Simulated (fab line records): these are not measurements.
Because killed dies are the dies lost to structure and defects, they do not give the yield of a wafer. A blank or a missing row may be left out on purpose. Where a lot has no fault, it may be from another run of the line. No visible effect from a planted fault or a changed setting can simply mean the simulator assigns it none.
The same fault as seen by 2 desks || flow n5 finfet || numbers are kept per desk, each desk with only its own; the story behind them comes last

## TOOL OWNER'S DESK, rie diel-06
The tool's own readings at N5_HKMG_FIN_ETCH_55 (etches SOC in N2/H2, target depth 240 nm, time 300 s): means of the sampled wafers that have a number, for each lot that ran on this tool. Any lot whose mean is over 4 standard deviations away from the usual mean is out of limits and marked OUT; that distance is given in the brackets.
Columns: A = drypump motor current A at N5_HKMG_FIN_ETCH_55, usual 5.6 A; B = h2 flow sccm at N5_HKMG_FIN_ETCH_55, usual 200.0 sccm; C = oes product au at N5_HKMG_FIN_ETCH_55, usual 0.82 a.u.; D = rf vpp V at N5_HKMG_FIN_ETCH_55, usual 524.0 V; E = showerhead plenum p Torr at N5_HKMG_FIN_ETCH_55, usual 2.55 Torr; F = throttle valve pct at N5_HKMG_FIN_ETCH_55, usual 17.9 %
{"lot": "L139", "first seen here": "day 5 00:46", "A": 6.0, "B": 200.0, "C": 0.69, "D": 524.1, "E": 2.54, "F": 18.0}
{"lot": "L142", "first seen here": "day 5 19:59", "A": 5.6, "B": 199.6, "C": 0.83, "D": 525.8, "E": 2.61, "F": 17.9}
{"lot": "L146", "first seen here": "day 6 19:01", "A": 5.8, "B": 200.3, "C": 0.86, "D": 523.5, "E": 2.53, "F": 17.9}
{"lot": "L151", "first seen here": "day 7 22:54", "A": 5.8, "B": 199.6, "C": 1.12, "D": 525.5, "E": 2.60, "F": 17.8}
This desk's finding: nothing out of limits on any of the 4 lots.

## FROM THE METROLOGY DESK
Lot by lot, what the gauges showed, no matter which tool ran the lot: averages of those sampled wafers that carry a number. Any lot whose mean is over 4 standard deviations away from the usual mean is out of limits and marked OUT; that distance is given in the brackets. Shown here are 7 of its 10 readings, the ones lying furthest out on some lot.
Columns: A = DIBL_N at N5_BEOL_M4_RC_MEAS_101, usual 36.8 mV/V; B = DIBL_P at N5_BEOL_M4_RC_MEAS_101, usual 37.1 mV/V; C = IOFF_N at N5_BEOL_M4_RC_MEAS_101, usual 0.168 nA/um; D = IOFF_P at N5_BEOL_M4_RC_MEAS_101, usual 0.22 nA/um; E = ION_N at N5_BEOL_M4_RC_MEAS_101, usual 679 uA/um; F = ION_P at N5_BEOL_M4_RC_MEAS_101, usual 466 uA/um; G = VT_P at N5_BEOL_M4_RC_MEAS_101, usual -250 mV
{"lot": "L139", "first seen here": "day 8 11:34", "A": 37.0, "B": 38.6, "C": 0.172, "D": 0.24, "E": 681, "F": 468, "G": -249}
{"lot": "L137", "first seen here": "day 8 13:29", "A": 37.0, "B": 36.1, "C": 0.147, "D": 0.20, "E": 675, "F": 461, "G": -251}
{"lot": "L138", "first seen here": "day 8 13:56", "A": 37.5, "B": 37.7, "C": 0.179, "D": 0.27, "E": 694, "F": 482, "G": -245}
{"lot": "L142", "first seen here": "day 9 15:16", "A": 38.3, "B": 37.4, "C": 0.183, "D": 0.24, "E": 691, "F": 472, "G": -246}
{"lot": "L143", "first seen here": "day 9 19:59", "A": 37.2, "B": 38.1, "C": 0.186, "D": 0.22, "E": 685, "F": 463, "G": -251}
{"lot": "L146", "first seen here": "day 10 21:23", "A": 34.5, "B": 33.3, "C": 0.132, "D": 0.17, "E": 667, "F": 458, "G": -254}
{"lot": "L151", "first seen here": "day 11 22:59", "A": 37.0, "B": 37.0, "C": 0.169, "D": 0.23, "E": 687, "F": 468, "G": -248}
{"lot": "L156", "first seen here": "day 13 00:08", "A": 37.8, "B": 37.8, "C": 0.188, "D": 0.24, "E": 698, "F": 475, "G": -249}
{"lot": "L158", "first seen here": "day 14 02:40", "A": 37.0, "B": 36.8, "C": 0.158, "D": 0.22, "E": 674, "F": 464, "G": -248}
This desk's finding: nothing out of limits on any of the 9 lots.

## BROUGHT TOGETHER
Nothing out of limits was seen by the tool owner's desk.
At the metrology desk, nothing out of limits was observed.

## WHAT HAD BEEN PUT IN BY THE SIMULATOR
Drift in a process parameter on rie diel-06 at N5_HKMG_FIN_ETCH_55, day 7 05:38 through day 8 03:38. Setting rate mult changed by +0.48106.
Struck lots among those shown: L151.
